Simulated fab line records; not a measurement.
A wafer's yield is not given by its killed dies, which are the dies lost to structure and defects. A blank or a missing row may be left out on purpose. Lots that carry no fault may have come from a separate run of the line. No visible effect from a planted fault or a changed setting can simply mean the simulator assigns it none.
The tool behind it: which one? | flow nand_harc | 39 wafers from 13 lots sampled at 5 of the route's 1159 steps

WHAT THE GAUGES SHOWED, per wafer
NHARC_A_SLIT_INSPECT_11. Usual: 21 for raw_defect_count, sd 9.7.
lot  | measured     | on                | raw_defect_count | flag
L532 | day 14 07:40 | defect_inspect-01 | 7 7 9            |
L534 | day 14 15:22 | defect_inspect-01 | 21 20 17         |
L533 | day 14 16:17 | defect_inspect-01 | 11 8 14          |
L535 | day 15 02:32 | defect_inspect-01 | 14 10 4          |
L540 | day 16 15:04 | defect_inspect-01 | 35 36 27         |
L541 | day 16 16:43 | defect_inspect-02 | 19 18 11         |
L543 | day 17 05:23 | defect_inspect-01 | 18 8 20          |
L544 | day 17 13:50 | defect_inspect-02 | 15 17 14         |
L547 | day 17 22:20 | defect_inspect-01 | 38 32 33         |
L548 | day 18 07:53 | defect_inspect-02 | 34 35 28         |
L552 | day 18 21:46 | defect_inspect-02 | 37 36 29         |
L553 | day 20 02:44 | defect_inspect-01 | 15 19 14         |
L555 | day 20 02:53 | defect_inspect-01 | 16 19 20         |

NHARC_END_SORT_01. Usual: killed_at_array 29, standard deviation 11; killed_at_other 0.6, standard deviation 0.92; killed_at_periphery 3.2, standard deviation 2; killed_dies 33, standard deviation 11; killed_open 3.2, standard deviation 2; killed_short 1.9, standard deviation 1.5.
lot  | measured     | on        | killed_at_array | killed_at_other | killed_at_periphery | killed_dies | killed_open | killed_short | flag
L540 | day 21 14:29 | prober-01 | 46 58 43        | 1 2 0           | 5 4 3               | 52 64 46    | 4 10 5      | 4 3 1        |
L543 | day 21 20:42 | prober-01 | 28 27 36        | 2 0 0           | 3 6 6               | 33 33 42    | 3 5 5       | 0 3 1        |
L547 | day 22 18:38 | prober-02 | 49              | 0               | 4                   | 53          | 5           | 4            |
L552 | day 24 10:43 | prober-01 | 34 29 28        | 2 2 2           | 3 2 2               | 39 33 32    | 2 1 3       | 2 8 1        |

TOOL THAT RAN EACH LOT (tool first, then ch and the chambers of the sampled wafers, then the start)
lot  | NHARC_A_SLIT_ETCH_26             | NHARC_A_WL_FILL_ALD_00           | NHARC_A_WL_FILL_CVD_03
L532 | har_etch-02 ch 0, day 14 10:01   | ald_hk-02 ch 0,2, day 14 19:35   | cvd_w-02 ch 0,1, day 14 21:56
L534 | har_etch-01 ch 0,1, day 14 17:43 | ald_hk-01 ch 0,1, day 15 02:41   | cvd_w-01 ch 0,1, day 15 09:19
L533 | har_etch-02 ch 0,1, day 14 21:16 | ald_hk-01 ch 0,3, day 15 06:19   | cvd_w-02 ch 0,1, day 15 09:29
L535 | har_etch-02 ch 1, day 15 04:53   | ald_hk-02 ch 1,3, day 15 13:46   | cvd_w-02 ch 0,1, day 15 15:11
L540 | har_etch-02 ch 0,1, day 16 17:28 | ald_hk-01 ch 0,1, day 17 00:12   | cvd_w-01 ch 0,1, day 17 05:51
L541 | har_etch-01 ch 0,1, day 16 19:01 | ald_hk-04 ch 0,1,3, day 17 03:56 | cvd_w-02 ch 0,1, day 17 09:01
L543 | har_etch-02 ch 0,1, day 17 11:17 | ald_hk-02 ch 0,1, day 17 20:39   | cvd_w-01 ch 0, day 17 21:34
L544 | har_etch-02 ch 0, day 17 17:22   | ald_hk-01 ch 2,3, day 18 00:36   | cvd_w-01 ch 0,1, day 18 05:13
L547 | har_etch-02 ch 0,1, day 18 02:07 | ald_hk-04 ch 1,2, day 18 09:30   | cvd_w-02 ch 0,1, day 18 11:23
L548 | har_etch-01 ch 0,1, day 18 11:03 | ald_hk-02 ch 0,1,2, day 18 19:59 | cvd_w-01 ch 0,1, day 18 20:55
L552 | har_etch-01 ch 0,1, day 19 00:06 | ald_hk-04 ch 1,2,3, day 19 09:01 | cvd_w-01 ch 0,1, day 19 14:26
L553 | har_etch-01 ch 0,1, day 20 06:49 | ald_hk-01 ch 0,1,2, day 20 14:35 | cvd_w-02 ch 0,1, day 20 15:31
L555 | har_etch-02 ch 0,1, day 20 07:20 | ald_hk-04 ch 0,2,3, day 20 14:39 | cvd_w-01 ch 0,1, day 20 18:48
- NHARC_A_SLIT_ETCH_26: etches the open film in C4F8/O2/Ar, time 90 s, target depth 400 nm.
- NHARC_A_WL_FILL_ALD_00: deposits Al2O3, target thk 3 nm, pulse time 3 s, ald cycles 30.
- NHARC_A_WL_FILL_CVD_03: deposits W, target thk 40 nm, time 3302 s.

AS READ BY THE TOOLS THEMSELVES (means over the sampled wafers that have a number; for cases with no such wafer, the mark the record gives instead)
NHARC_A_SLIT_ETCH_26. Usual: drypump_motor_current_A 5.8 A, standard deviation 0.48; showerhead_plenum_p_Torr 3.846 Torr, standard deviation 0.023; throttle_valve_pct 27.620 %, standard deviation 0.0092.
lot  | tool        | drypump_motor_current_A (A) | showerhead_plenum_p_Torr (Torr) | throttle_valve_pct (%) | flag
L532 | har_etch-02 | 6.4                         | 3.878                           | 27.629                 |
L534 | har_etch-01 | 5.9                         | 3.837                           | 27.626                 |
L533 | har_etch-02 | 5.6                         | 3.875                           | 27.615                 |
L535 | har_etch-02 | 5.2                         | 3.874                           | 27.607                 |
L540 | har_etch-02 | 5.6                         | 3.864                           | 27.620                 |
L541 | har_etch-01 | 5.9                         | 3.823                           | 27.625                 |
L543 | har_etch-02 | 5.6                         | 3.859                           | 27.613                 |
L544 | har_etch-02 | 6.4                         | 3.858                           | 27.606                 |
L547 | har_etch-02 | 5.6                         | 3.856                           | 27.626                 |
L548 | har_etch-01 | 5.9                         | 3.810                           | 27.623                 |
L552 | har_etch-01 | 5.8                         | 3.809                           | 27.613                 |
L553 | har_etch-01 | 5.9                         | 3.797                           | 27.619                 |
L555 | har_etch-02 | 5.6                         | 3.845                           | 27.621                 |

NHARC_A_WL_FILL_ALD_00. Usual: heater_power_outer_w 255 W, standard deviation 25; heater_power_w 456 W, standard deviation 40; precursor_pulse_height_rel 0.999, standard deviation 0.017.
lot  | tool      | heater_power_outer_w (W) | heater_power_w (W) | precursor_pulse_height_rel | flag
L532 | ald_hk-02 | 250                      | 460                | 1.004                      |
L534 | ald_hk-01 | 229                      | 413                | 0.992                      |
L533 | ald_hk-01 | 220                      | 403                | 0.991                      |
L535 | ald_hk-02 | 241                      | 433                | 0.987                      |
L540 | ald_hk-01 | 242                      | 435                | 0.994                      |
L541 | ald_hk-04 | 275                      | 476                | 0.992                      |
L543 | ald_hk-02 | 245                      | 467                | 1.006                      |
L544 | ald_hk-01 | 271                      | 480                | 0.991                      |
L547 | ald_hk-04 | 267                      | 442                | 1.010                      |
L548 | ald_hk-02 | 254                      | 470                | 1.009                      |
L552 | ald_hk-04 | 273                      | 476                | 1.004                      |
L553 | ald_hk-01 | 261                      | 455                | 0.994                      |
L555 | ald_hk-04 | 264                      | 465                | 0.988                      |

NHARC_A_WL_FILL_CVD_03. Usual: heater_power_outer_w 303 W, standard deviation 33; heater_power_w 516 W, standard deviation 38; mfc_h2_sccm 1601 sccm, standard deviation 4.8; mfc_wf6_sccm 40.00 sccm, standard deviation 0.12; throttle_valve_pct 8.06 %, standard deviation 0.22.
lot  | tool     | heater_power_outer_w (W) | heater_power_w (W) | mfc_h2_sccm (sccm) | mfc_wf6_sccm (sccm) | throttle_valve_pct (%) | flag
L532 | cvd_w-02 | 274                      | 489                | 1605               | 40.01               | 8.02                   |
L534 | cvd_w-01 | 323                      | 540                | 1601               | 39.96               | 7.92                   |
L533 | cvd_w-02 | 283                      | 489                | 1608               | 40.11               | 7.83                   |
L535 | cvd_w-02 | 282                      | 478                | 1601               | 40.03               | 8.11                   |
L540 | cvd_w-01 | 325                      | 538                | 1598               | 39.95               | 8.00                   |
L541 | cvd_w-02 | 267                      | 487                | 1605               | 40.01               | 7.85                   |
L543 | cvd_w-01 | 314                      | 513                | 1596               | 39.94               | 8.35                   |
L544 | cvd_w-01 | 329                      | 542                | 1601               | 40.02               | 7.98                   |
L547 | cvd_w-02 | 287                      | 503                | 1603               | 40.04               | 7.95                   |
L548 | cvd_w-01 | 325                      | 537                | 1600               | 40.09               | 8.20                   |
L552 | cvd_w-01 | 318                      | 533                | 1601               | 40.11               | 8.13                   |
L553 | cvd_w-02 | 287                      | 501                | 1603               | 40.01               | 7.85                   |
L555 | cvd_w-01 | 329                      | 550                | 1600               | 40.06               | 8.15                   |

THE ANSWER, worked out from the rows above alone
Rule: a lot is off if the mean of its wafers that have a number lies more than 3 standard deviations from the usual mean. Also off: a lot with no number at a reading for which 4 or more lots have one. The other lots that the step has rows for count as sound. Order of review: gauges by route order, followed by the tools' own readings, for which a lot's mean as printed above is used. At the first step where some lot is off, the reading lying furthest off is the one used; lots without a number count as furthest.
No lot is off at any reading shown: from this, nothing can be told.

WHAT HAD BEEN PUT IN BY THE SIMULATOR
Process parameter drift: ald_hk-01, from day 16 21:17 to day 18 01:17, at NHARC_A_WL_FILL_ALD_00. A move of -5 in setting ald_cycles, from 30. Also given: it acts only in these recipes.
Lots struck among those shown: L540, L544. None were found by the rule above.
